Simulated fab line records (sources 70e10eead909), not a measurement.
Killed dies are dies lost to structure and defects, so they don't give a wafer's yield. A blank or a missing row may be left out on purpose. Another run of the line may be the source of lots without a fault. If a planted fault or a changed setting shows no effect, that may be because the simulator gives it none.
The tool behind it: which one? || flow nand harc || 39 wafers from 13 lots sampled at 5 of the route's 1302 steps

## WHAT EACH GAUGE READ, for each wafer
NHARC_P_CONTACT_OVL_MEAS_13.
{"lot": "L802", "measured": "day 7 04:40", "on": "overlay-02", "overlay x nm (nm)": "0.0 -0.3 -0.6", "overlay y nm (nm)": "0.1 0.0 -0.4"}
{"lot": "L803", "measured": "day 7 07:50", "on": "overlay-01", "overlay x nm (nm)": "-0.9 -0.1 -0.3", "overlay y nm (nm)": "-0.5 -0.5 -0.6"}
{"lot": "L805", "measured": "day 8 10:05", "on": "overlay-02", "overlay x nm (nm)": "0.7 1.2 0.5", "overlay y nm (nm)": "0.5 0.3 0.4"}
{"lot": "L806", "measured": "day 8 22:51", "on": "overlay-01", "overlay x nm (nm)": "1.3 0.2 0.1", "overlay y nm (nm)": "-0.6 -0.4 -0.8"}
{"lot": "L811", "measured": "day 10 18:37", "on": "overlay-01", "overlay x nm (nm)": "0.0 -0.2 0.2", "overlay y nm (nm)": "-0.3 0.0 0.2"}
{"lot": "L813", "measured": "day 12 00:45", "on": "overlay-02", "overlay x nm (nm)": "-0.1 0.1 0.1", "overlay y nm (nm)": "1.1 1.1 0.9"}
{"lot": "L814", "measured": "day 12 01:13", "on": "overlay-02", "overlay x nm (nm)": "-0.3 0.0 0.4", "overlay y nm (nm)": "0.8 1.8 1.6"}
{"lot": "L815", "measured": "day 12 19:26", "on": "overlay-01", "overlay x nm (nm)": "0.1 0.3 0.4", "overlay y nm (nm)": "0.4 -0.2 0.9"}
{"lot": "L816", "measured": "day 12 23:37", "on": "overlay-02", "overlay x nm (nm)": "0.2 0.4 0.5", "overlay y nm (nm)": "0.9 1.2 1.1"}
{"lot": "L817", "measured": "day 13 19:23", "on": "overlay-01", "overlay x nm (nm)": "-1.2 -1.3 -1.1", "overlay y nm (nm)": "1.6 0.6 0.8"}
{"lot": "L819", "measured": "day 14 05:29", "on": "overlay-02", "overlay x nm (nm)": "-0.1 -0.1 0.0", "overlay y nm (nm)": "1.9 1.2 1.4"}
{"lot": "L820", "measured": "day 14 10:16", "on": "overlay-01", "overlay x nm (nm)": "0.7 0.1 0.9", "overlay y nm (nm)": "1.0 1.1 1.0"}
{"lot": "L821", "measured": "day 15 00:53", "on": "overlay-01", "overlay x nm (nm)": "-0.4 -0.3 -1.1", "overlay y nm (nm)": "0.2 0.4 0.9"}

NHARC_P_M0_CD_MEAS_09: target cd 90 nm.
{"lot": "L802", "measured": "day 7 08:46", "on": "cd sem-03", "cd nm (nm)": "90.0 89.8 89.0"}
{"lot": "L803", "measured": "day 7 11:58", "on": "cd sem-03", "cd nm (nm)": "88.8 88.8 88.7"}
{"lot": "L805", "measured": "day 8 14:11", "on": "cd sem-02", "cd nm (nm)": "89.2 89.6 89.7"}
{"lot": "L806", "measured": "day 9 03:24", "on": "cd sem-01", "cd nm (nm)": "88.7 89.6 89.4"}
{"lot": "L811", "measured": "day 10 23:10", "on": "cd sem-01", "cd nm (nm)": "90.3 89.4 89.7"}
{"lot": "L813", "measured": "day 12 04:43", "on": "cd sem-03", "cd nm (nm)": "89.3 89.1 89.3"}
{"lot": "L814", "measured": "day 12 05:16", "on": "cd sem-02", "cd nm (nm)": "89.3 88.6 89.9"}
{"lot": "L815", "measured": "day 12 23:40", "on": "cd sem-03", "cd nm (nm)": "90.2 90.4 89.7"}
{"lot": "L816", "measured": "day 13 03:44", "on": "cd sem-01", "cd nm (nm)": "89.5 89.4 89.5"}
{"lot": "L817", "measured": "day 13 23:28", "on": "cd sem-01", "cd nm (nm)": "88.5 89.7 88.9"}
{"lot": "L819", "measured": "day 14 09:35", "on": "cd sem-02", "cd nm (nm)": "90.0 89.4 88.8"}
{"lot": "L820", "measured": "day 14 14:29", "on": "cd sem-03", "cd nm (nm)": "88.8 89.2 89.0"}
{"lot": "L821", "measured": "day 15 04:56", "on": "cd sem-03", "cd nm (nm)": "89.8 90.6 89.9"}

NHARC_END_SORT_01.
{"lot": "L803", "measured": "day 25 16:10", "on": "prober-01", "defect limited yield (%)": "86 85 83", "killed at array": "95 104 114", "killed at other": "0 0 0", "killed at periphery": "3 0 1", "killed dies": "98 104 115", "killed open": "2 2 1", "killed short": "1 1 3"}
{"lot": "L806", "measured": "day 27 06:13", "on": "prober-02", "defect limited yield (%)": "0 0 0", "killed at array": "84 62 75", "killed at other": "1 0 5", "killed at periphery": "592 615 597", "killed dies": "677 677 677", "killed open": "5 4 1", "killed short": "3 2 5"}
{"lot": "L811", "measured": "day 29 12:43", "on": "prober-01", "defect limited yield (%)": "0 0 0", "killed at array": "68 52 65", "killed at other": "0 2 1", "killed at periphery": "609 623 611", "killed dies": "677 677 677", "killed open": "4 4 2", "killed short": "1 1 3"}
{"lot": "L815", "measured": "day 31 03:42", "on": "prober-01", "defect limited yield (%)": "92 94 92", "killed at array": "54 41 49", "killed at other": "1 1 2", "killed at periphery": "2 2 4", "killed dies": "57 44 55", "killed open": "1 6 5", "killed short": "4 1 5"}

## WHICH TOOL RAN EACH LOT (tool, then ch and the chambers of the sampled wafers, then the start)
{"lot": "L802", "NHARC_P_CONTACT_ETCH_31": "rie diel-01 ch 0,1,2, day 7 07:59 or earlier", "NHARC_P_M0_DEP_00": "pecvd-04 ch 0,1,2, day 7 07:59"}
{"lot": "L803", "NHARC_P_CONTACT_ETCH_31": "rie diel-03 ch 0,1,3, day 7 11:07 or earlier", "NHARC_P_M0_DEP_00": "pecvd-01 ch 0,1, day 7 11:07"}
{"lot": "L805", "NHARC_P_CONTACT_ETCH_31": "rie diel-03 ch 0,1,3, day 8 13:22 or earlier", "NHARC_P_M0_DEP_00": "pecvd-02 ch 1,2, day 8 13:22"}
{"lot": "L806", "NHARC_P_CONTACT_ETCH_31": "rie diel-03 ch 1,2, day 9 02:11 or earlier", "NHARC_P_M0_DEP_00": "pecvd-04 ch 0,2, day 9 02:11"}
{"lot": "L811", "NHARC_P_CONTACT_ETCH_31": "rie diel-12 ch 0,1, day 10 21:56 or earlier", "NHARC_P_M0_DEP_00": "pecvd-01 ch 0,1,2, day 10 21:56"}
{"lot": "L813", "NHARC_P_CONTACT_ETCH_31": "rie diel-01 ch 0,1,2, day 12 04:05 or earlier", "NHARC_P_M0_DEP_00": "pecvd-01 ch 0,1, day 12 04:05"}
{"lot": "L814", "NHARC_P_CONTACT_ETCH_31": "rie diel-03 ch 1,2,3, day 12 04:36 or earlier", "NHARC_P_M0_DEP_00": "pecvd-02 ch 0,1, day 12 04:36"}
{"lot": "L815", "NHARC_P_CONTACT_ETCH_31": "rie diel-01 ch 1,2,3, day 12 22:53 or earlier", "NHARC_P_M0_DEP_00": "pecvd-01 ch 0,1, day 12 22:53"}
{"lot": "L816", "NHARC_P_CONTACT_ETCH_31": "rie diel-12 ch 0,1,2, day 13 02:53 or earlier", "NHARC_P_M0_DEP_00": "pecvd-02 ch 0,2, day 13 02:53"}
{"lot": "L817", "NHARC_P_CONTACT_ETCH_31": "rie diel-01 ch 0,1, day 13 22:46 or earlier", "NHARC_P_M0_DEP_00": "pecvd-02 ch 0,1,2, day 13 22:46"}
{"lot": "L819", "NHARC_P_CONTACT_ETCH_31": "rie diel-03 ch 1,2,3, day 14 08:51 or earlier", "NHARC_P_M0_DEP_00": "pecvd-04 ch 0,1,2, day 14 08:51"}
{"lot": "L820", "NHARC_P_CONTACT_ETCH_31": "rie diel-12 ch 0,2, day 14 13:41 or earlier", "NHARC_P_M0_DEP_00": "pecvd-01 ch 1,2, day 14 13:41"}
{"lot": "L821", "NHARC_P_CONTACT_ETCH_31": "rie diel-03 ch 1,2,3, day 15 04:07 or earlier", "NHARC_P_M0_DEP_00": "pecvd-02 ch 0,1,2, day 15 04:07"}
- NHARC_P_CONTACT_ETCH_31: etches the open film in CH3F/O2, target depth 30 nm, time 85.7 s.
- NHARC_P_M0_DEP_00: deposits SiOC, target thk 150 nm.

## WHAT THE TOOLS THEMSELVES READ (means of the sampled wafers that have a number; where no wafer has one, the mark that the record gives instead)
NHARC_P_CONTACT_ETCH_31.
{"lot": "L802", "tool": "rie diel-01", "ch3f flow sccm (sccm)": 49.90, "drypump motor current A (A)": 5.8, "oes product au (a.u.)": 0.970, "rf vpp V (V)": 245.1, "showerhead plenum p Torr (Torr)": 2.51, "throttle valve pct (%)": 20.655}
{"lot": "L803", "tool": "rie diel-03", "ch3f flow sccm (sccm)": 50.05, "drypump motor current A (A)": 5.6, "oes product au (a.u.)": 0.987, "rf vpp V (V)": 243.7, "showerhead plenum p Torr (Torr)": 2.42, "throttle valve pct (%)": 20.662}
{"lot": "L805", "tool": "rie diel-03", "ch3f flow sccm (sccm)": 50.05, "drypump motor current A (A)": 5.6, "oes product au (a.u.)": 0.976, "rf vpp V (V)": 243.4, "showerhead plenum p Torr (Torr)": 2.42, "throttle valve pct (%)": 20.662}
{"lot": "L806", "tool": "rie diel-03", "ch3f flow sccm (sccm)": 50.00, "drypump motor current A (A)": 5.8, "oes product au (a.u.)": 0.987, "rf vpp V (V)": 242.8, "showerhead plenum p Torr (Torr)": 2.42, "throttle valve pct (%)": 20.668}
{"lot": "L811", "tool": "rie diel-12", "ch3f flow sccm (sccm)": 50.04, "drypump motor current A (A)": 5.6, "oes product au (a.u.)": 0.990, "rf vpp V (V)": 245.7, "showerhead plenum p Torr (Torr)": 2.56, "throttle valve pct (%)": 20.657}
{"lot": "L813", "tool": "rie diel-01", "ch3f flow sccm (sccm)": 49.88, "drypump motor current A (A)": 5.8, "oes product au (a.u.)": 0.954, "rf vpp V (V)": 245.0, "showerhead plenum p Torr (Torr)": 2.50, "throttle valve pct (%)": 20.664}
{"lot": "L814", "tool": "rie diel-03", "ch3f flow sccm (sccm)": 50.10, "drypump motor current A (A)": 5.6, "oes product au (a.u.)": 0.966, "rf vpp V (V)": 244.0, "showerhead plenum p Torr (Torr)": 2.43, "throttle valve pct (%)": 20.659}
{"lot": "L815", "tool": "rie diel-01", "ch3f flow sccm (sccm)": 50.02, "drypump motor current A (A)": 5.5, "oes product au (a.u.)": 0.982, "rf vpp V (V)": 244.6, "showerhead plenum p Torr (Torr)": 2.45, "throttle valve pct (%)": 20.657}
{"lot": "L816", "tool": "rie diel-12", "ch3f flow sccm (sccm)": 50.02, "drypump motor current A (A)": 6.0, "oes product au (a.u.)": 0.995, "rf vpp V (V)": 246.1, "showerhead plenum p Torr (Torr)": 2.59, "throttle valve pct (%)": 20.656}
{"lot": "L817", "tool": "rie diel-01", "ch3f flow sccm (sccm)": 49.96, "drypump motor current A (A)": 5.8, "oes product au (a.u.)": 0.980, "rf vpp V (V)": 244.2, "showerhead plenum p Torr (Torr)": 2.44, "throttle valve pct (%)": 20.665}
{"lot": "L819", "tool": "rie diel-03", "ch3f flow sccm (sccm)": 50.09, "drypump motor current A (A)": 5.6, "oes product au (a.u.)": 0.961, "rf vpp V (V)": 243.3, "showerhead plenum p Torr (Torr)": 2.43, "throttle valve pct (%)": 20.669}
{"lot": "L820", "tool": "rie diel-12", "ch3f flow sccm (sccm)": 50.09, "drypump motor current A (A)": 6.0, "oes product au (a.u.)": 0.994, "rf vpp V (V)": 246.9, "showerhead plenum p Torr (Torr)": 2.64, "throttle valve pct (%)": 20.655}
{"lot": "L821", "tool": "rie diel-03", "ch3f flow sccm (sccm)": 49.95, "drypump motor current A (A)": 5.6, "oes product au (a.u.)": 0.973, "rf vpp V (V)": 243.6, "showerhead plenum p Torr (Torr)": 2.43, "throttle valve pct (%)": 20.659}

NHARC_P_M0_DEP_00.
{"lot": "L802", "tool": "pecvd-04", "showerhead vpp V (V)": 1530}
{"lot": "L803", "tool": "pecvd-01", "showerhead vpp V (V)": 1541}
{"lot": "L805", "tool": "pecvd-02", "showerhead vpp V (V)": 1520}
{"lot": "L806", "tool": "pecvd-04", "showerhead vpp V (V)": 1522}
{"lot": "L811", "tool": "pecvd-01", "showerhead vpp V (V)": 1519}
{"lot": "L813", "tool": "pecvd-01", "showerhead vpp V (V)": 1567}
{"lot": "L814", "tool": "pecvd-02", "showerhead vpp V (V)": 1481}
{"lot": "L815", "tool": "pecvd-01", "showerhead vpp V (V)": 1547}
{"lot": "L816", "tool": "pecvd-02", "showerhead vpp V (V)": 1508}
{"lot": "L817", "tool": "pecvd-02", "showerhead vpp V (V)": 1492}
{"lot": "L819", "tool": "pecvd-04", "showerhead vpp V (V)": 1525}
{"lot": "L820", "tool": "pecvd-01", "showerhead vpp V (V)": 1514}
{"lot": "L821", "tool": "pecvd-02", "showerhead vpp V (V)": 1495}

## THE ANSWER, worked out from the rows above alone
Rule: usual is defined by the lots themselves. The widest of any qualifying gaps counts: lots, ordered by their means at a reading, are off when they make up no more than a third of the lots, leave a main group of 4 or more, and stand apart from it by 3 or more times the standard deviation of that group's means. Not used: any main group whose means are identical at the precision the tables above print for the reading. A lot without any number at a reading at which 4 lots or more have one is off too. Where the step has rows for the other lots, those lots are counted as sound. The gauges are gone through in route order, then the tools' own readings, and for those a lot's mean is taken as printed above. At the first step where some lot is off, the reading lying furthest off is the one used; lots without a number count as furthest.
Nothing can be told from this: no lot is off at any reading shown.

## WHAT THE SIMULATOR PUT IN
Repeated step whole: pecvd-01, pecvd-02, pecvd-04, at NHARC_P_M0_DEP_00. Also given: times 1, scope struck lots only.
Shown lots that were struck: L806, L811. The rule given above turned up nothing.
